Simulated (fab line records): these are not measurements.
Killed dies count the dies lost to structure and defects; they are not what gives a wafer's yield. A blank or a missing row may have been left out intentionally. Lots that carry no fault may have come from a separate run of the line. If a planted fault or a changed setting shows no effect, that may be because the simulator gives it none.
Split-lot experiment ; flow n5Finfet ; 21 wafers read across 7 lots, on a route 1938 steps long

SPLIT DETAILS
At N5_WELL_APT_COAT_02 (resist thk 950 nm), the setting spinRpm was moved away from the recipe's 1357 rpm on 9 of the 21 wafers read, by -9.2% to +9.1%. All remaining wafers had this setting at the recipe value.

The reading comes from the split's own step.

THE READING
coat_of_WELL_APT_COAT_02.thkNm (the simulator's own value, which no gauge read), in nm, at N5_WELL_APT_COAT_02 (resist thk 950 nm). No usual value for it is given in the file. Across the 12 wafers here that went through the recipe, the average is 950.9 nm and the standard deviation 2.3 nm.

wafer;tool, chamber at the split;spinRpm as run, rpm;against the recipe;coat_of_WELL_APT_COAT_02.thkNm, nm;against lot-mates on the recipe
L078.1;lithoTrack-01, 0;1357;recipe;951;-
L078.3;lithoTrack-01, 0;1357;recipe;948.3;-
L078.4;lithoTrack-01, 0;1357;recipe;948.5;-
L081.1;lithoTrack-02, 0;1357;recipe;950.7;-
L081.2;lithoTrack-02, 0;1305;-3.8%;967.1;+17.9
L081.6;lithoTrack-02, 0;1357;recipe;947.7;-
L083.1;lithoTrack-04, 0;1232;-9.2%;1003;+50.5
L083.2;lithoTrack-04, 0;1232;-9.2%;1001;+48.5
L083.6;lithoTrack-04, 0;1357;recipe;952.5;-
L084.1;lithoTrack-02, 0;1357;recipe;953.9;-
L084.5;lithoTrack-02, 0;1357;recipe;950.3;-
L084.6;lithoTrack-02, 0;1357;recipe;953.6;-
L086.2;lithoTrack-01, 0;1357;recipe;950.2;-
L086.4;lithoTrack-01, 0;1441;+6.2%;919;-31.2
L086.6;lithoTrack-01, 0;1441;+6.2%;922.2;-28.0
L087.1;lithoTrack-04, 0;1481;+9.1%;914.5;-40.8
L087.3;lithoTrack-04, 0;1357;recipe;955.3;-
L087.5;lithoTrack-04, 0;1481;+9.1%;915.7;-39.6
L091.1;lithoTrack-04, 0;1357;recipe;949.1;-
L091.2;lithoTrack-04, 0;1303;-4.0%;969.9;+20.8
L091.5;lithoTrack-04, 0;1303;-4.0%;965.9;+16.8

FIT RESULTS
A straight line over all 21 wafers: coat_of_WELL_APT_COAT_02.thkNm changes by -4.72 nm for each +1% of spinRpm; r = -0.99; the points scatter about the line by 3.9 nm.
The same after taking each lot's own level away (the mean of its wafers on the recipe; 21 wafers): -4.85 nm for each +1%; r = -1.00; scatter 2.3 nm.
That fit puts the effect of the largest move of spinRpm on the reading at 45 nm.
Across the lots, their own levels run from 949.10 to 955.30 nm, a range of 2.7 times the standard deviation given above.
Hence the lot-to-lot level has little effect on the slope; both slopes agree.
Check: for one of the wafers moved furthest among these (-9.2%), held out of the fit, the line's prediction against its lot-mates is +44 nm. It came out at +50.5 nm against them.

THE FILE'S OWN FIT
coat_of_WELL_APT_COAT_02.thkNm changes by -4.85 nm for each +1% of spinRpm, r = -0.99.
